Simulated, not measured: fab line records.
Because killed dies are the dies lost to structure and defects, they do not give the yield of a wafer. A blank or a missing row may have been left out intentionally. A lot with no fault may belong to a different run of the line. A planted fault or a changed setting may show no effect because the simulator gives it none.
A single fault, viewed from 2 desks -- flow n5 finfet -- only its own numbers are on each desk; what lay behind them is given at the end

== DESK OF THE TOOL OWNER: ald metal-02 ==
The tool's own readings at N5_HKMG_FIN_PWFM_ALD_03 (deposits TiN, target thk 2 nm, pulse time 1 s, purge time 3 s): means of the sampled wafers that have a number, for each lot that ran on this tool. A lot is out of limits, marked OUT, if its mean lies more than 4 standard deviations from the usual mean; the brackets give that distance.
Columns: A = heater power w at N5_HKMG_FIN_PWFM_ALD_03, usual 887 W; B = precursor pulse height rel at N5_HKMG_FIN_PWFM_ALD_03, usual 0.999
lot,first seen here,A,B
L100,day 4 03:54,896,1.011
L102,day 4 17:03,934,0.982
L103,day 4 22:55,940,0.993
L104,day 5 02:46,901,1.000
L106,day 5 18:45,906,1.026
L117,day 8 09:00,853,0.986
L120,day 9 03:07,868,0.988
This desk found nothing out of limits on any of the 7 lots.

== AT THE METROLOGY DESK ==
What the gauges read for every lot (on any tool): the sampled wafers with a number, averaged. A lot is out of limits, marked OUT, if its mean lies more than 4 standard deviations from the usual mean; the brackets give that distance. It has 15 readings; the 7 that lie furthest out on some lot are the ones shown.
Columns: A = IOFF_P_85C at N5_BEOL_M4_RC_MEAS_101, usual 3.6 nA/um; B = IOFF_P_LONG at N5_BEOL_M4_RC_MEAS_101, usual 0.000108 nA/um; C = ION_P at N5_BEOL_M4_RC_MEAS_101, usual 462 uA/um; D = VT_N at N5_BEOL_M4_RC_MEAS_101, usual 250 mV; E = VT_P at N5_BEOL_M4_RC_MEAS_101, usual -250 mV; F = VT_P_LONG at N5_BEOL_M4_RC_MEAS_101, usual -275.0 mV; G = VT_P_LVT at N5_BEOL_M4_RC_MEAS_101, usual -99.3 mV
lot,first seen here,A,B,C,D,E,F,G
L100,day 7 22:57,3.4,0.000104,458,252,-251,-275.0,-97.8
L102,day 8 16:59,2.5,0.000085,444,257,-258,-282.1,-106.2
L103,day 9 05:14,2.9,0.000094,448,252,-257,-282.3,-106.6
L106,day 9 12:15,3.3,0.000094,454,248,-256,-282.5,-104.6
L104,day 9 12:59,3.0,0.000099,450,252,-256,-279.5,-104.6
L117,day 11 21:08,4.1,0.000107,470,246,-249,-275.0,-97.2
L118,day 12 23:16,3.5,0.000108,466,252,-253,-275.6,-98.8
L120,day 13 07:49,4.0,0.000113,471,246,-247,-271.9,-95.1
L123,day 14 01:53,3.7,0.000119,474,251,-248,-271.1,-97.4
This desk found nothing out of limits on any of the 9 lots.

== ALL TOGETHER ==
Nothing out of limits was seen by the tool owner's desk.
At the metrology desk, nothing out of limits was observed.

== WHAT THE SIMULATOR PUT IN ==
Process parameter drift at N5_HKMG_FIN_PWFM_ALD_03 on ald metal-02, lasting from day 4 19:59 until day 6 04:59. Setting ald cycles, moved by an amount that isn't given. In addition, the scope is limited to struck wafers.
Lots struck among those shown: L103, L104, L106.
